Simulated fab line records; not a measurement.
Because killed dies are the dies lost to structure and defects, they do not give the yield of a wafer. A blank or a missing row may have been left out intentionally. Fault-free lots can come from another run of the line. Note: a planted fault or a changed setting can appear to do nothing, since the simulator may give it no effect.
Matching of chambers :: flow nand-harc :: NHARC_A_STAIRCASE_CMP_450 on cmp-02 has 4 sister chambers
The step polishes SiO2, target thk 200 nm. 18 wafers are shown with their chamber, then 9 later ones without.

== WAFERS PAIRED WITH THEIR CHAMBERS ==
wafer: L075.3
chamber: 3
motor-current-A (A): 11.2
slurry-flow-ml-min: 150.8

wafer: L075.5
chamber: 1
motor-current-A (A): 11.8
slurry-flow-ml-min: 150.2

wafer: L075.6
chamber: 0
motor-current-A (A): 12.7
slurry-flow-ml-min: 150.3

wafer: L078.2
chamber: 2
motor-current-A (A): 12.4
slurry-flow-ml-min: 150.1

wafer: L078.4
chamber: 3
motor-current-A (A): 11.1
slurry-flow-ml-min: 150.7

wafer: L078.5
chamber: 3
motor-current-A (A): 11.8
slurry-flow-ml-min: 150.4

wafer: L079.3
chamber: 0
motor-current-A (A): 12.7
slurry-flow-ml-min: 150.2

wafer: L079.4
chamber: 1
motor-current-A (A): 11.5
slurry-flow-ml-min: 150.0

wafer: L079.5
chamber: 0
motor-current-A (A): 12.1
slurry-flow-ml-min: 150.0

wafer: L082.1
chamber: 1
motor-current-A (A): 11.7
slurry-flow-ml-min: 150.2

wafer: L082.5
chamber: 2
motor-current-A (A): 11.9
slurry-flow-ml-min: 149.7

wafer: L082.6
chamber: 3
motor-current-A (A): 11.5
slurry-flow-ml-min: 149.7

wafer: L083.1
chamber: 2
motor-current-A (A): 12.6
slurry-flow-ml-min: 149.8

wafer: L083.5
chamber: 3
motor-current-A (A): 11.0
slurry-flow-ml-min: 149.8

wafer: L083.6
chamber: 2
motor-current-A (A): 11.5
slurry-flow-ml-min: 150.5

wafer: L087.1
chamber: 2
motor-current-A (A): 12.2
slurry-flow-ml-min: 149.3

wafer: L087.2
chamber: 1
motor-current-A (A): 11.3
slurry-flow-ml-min: 149.4

wafer: L087.3
chamber: 3
motor-current-A (A): 11.6
slurry-flow-ml-min: 150.8

SIGNATURES (means of the wafers above)
reading: motor-current-A
chamber 0: 12.500
chamber 1: 11.575
chamber 2: 12.120
chamber 3: 11.367
scatter within a chamber: 0.341

reading: slurry-flow-ml-min
chamber 0: 150.167
chamber 1: 149.950
chamber 2: 149.880
chamber 3: 150.367
scatter within a chamber: 0.426
Rule: distance of a wafer from a chamber = root of the sum over the readings of ((wafer's reading minus chamber's mean) / reading's scatter) squared. The wafer belongs to the nearest chamber; if the next one is less than 2 further off, it can't be placed. The scatter: the root of (the sum of the squares of (reading less its chamber's mean) over the shown wafers, divided by (wafers less chambers)).

== WAFERS WHOSE CHAMBER IS MISSING ==
wafer: L091.1
motor-current-A (A): 10.4
slurry-flow-ml-min: 149.2

wafer: L091.5
motor-current-A (A): 12.6
slurry-flow-ml-min: 150.4

wafer: L091.6
motor-current-A (A): 11.8
slurry-flow-ml-min: 150.0

wafer: L092.1
motor-current-A (A): 12.7
slurry-flow-ml-min: 150.2

wafer: L092.2
motor-current-A (A): 12.2
slurry-flow-ml-min: 151.5

wafer: L092.5
motor-current-A (A): 13.6
slurry-flow-ml-min: 149.5

wafer: L094.1
motor-current-A (A): 11.8
slurry-flow-ml-min: 150.1

wafer: L094.3
motor-current-A (A): 11.4
slurry-flow-ml-min: 149.8

wafer: L094.4
motor-current-A (A): 12.1
slurry-flow-ml-min: 150.2

== EACH ONE'S CHAMBER ==
wafer: L091.1
from the rows above: can't be placed: 1 or 3 or 2
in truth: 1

wafer: L091.5
from the rows above: can't be placed: 0 or 2
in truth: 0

wafer: L091.6
from the rows above: can't be placed: 1 or 2 or 3 or 0
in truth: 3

wafer: L092.1
from the rows above: can't be placed: 0 or 2
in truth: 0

wafer: L092.2
from the rows above: can't be placed: 0 or 3 or 2 or 1
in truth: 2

wafer: L092.5
from the rows above: can't be placed: 0 or 2
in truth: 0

wafer: L094.1
from the rows above: can't be placed: 1 or 2 or 3 or 0
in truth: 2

wafer: L094.3
from the rows above: can't be placed: 1 or 3 or 2
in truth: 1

wafer: L094.4
from the rows above: can't be placed: 2 or 0 or 1 or 3
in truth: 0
Correctly placed: 0 of 9. Can't be placed from these rows: 9 (the true chamber is among the candidates in 9). Placed wrongly: 0.
